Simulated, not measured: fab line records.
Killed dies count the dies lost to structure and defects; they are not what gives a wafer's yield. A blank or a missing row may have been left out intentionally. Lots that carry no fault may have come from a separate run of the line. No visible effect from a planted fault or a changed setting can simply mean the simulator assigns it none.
Matching of chambers    flow nand_harc    rie_diel-11 running NHARC_P_CONTACT_STRIP_28: 4 sister chambers
The step strips in O2. 4 wafers are shown with their chamber, then 10 later ones without.

WAFERS, EACH WITH ITS CHAMBER
wafer   chamber  drypump_motor_current_A (A)
L080.2  1        6.4
L089.4  2        5.1
L090.4  3        6.0
L090.5  0        5.5

WAFERS MISSING THEIR CHAMBER
wafer   drypump_motor_current_A (A)
L090.6  6.0
L094.2  6.0
L094.4  5.1
L094.5  6.4
L095.4  5.0
L095.5  6.0
L095.6  5.4
L097.1  5.5
L097.2  6.4
L097.5  6.0

CHAMBER TAKEN BY EACH
wafer   from the rows above  in truth
L090.6  3                    3
L094.2  3                    3
L094.4  2                    2
L094.5  1                    1
L095.4  2                    2
L095.5  3                    3
L095.6  0                    0
L097.1  0                    0
L097.2  1                    1
L097.5  3                    3
Correct placement for 10 of the 10. Left unplaced by these rows: 0. Wrongly placed: 0.
How it was worked out, from the rows above alone: a wafer's distance from a chamber is the root of the sum, over the readings, of the square of ((its reading less the chamber's mean) divided by the reading's scatter). The wafer belongs to the nearest chamber; if the next one is less than 2 further off, it can't be placed. A chamber's mean is the mean of its shown wafers. The scatter (one wafer shown for each chamber): square how far every hidden wafer sits from the nearest shown wafer, average those squares and take the square root.
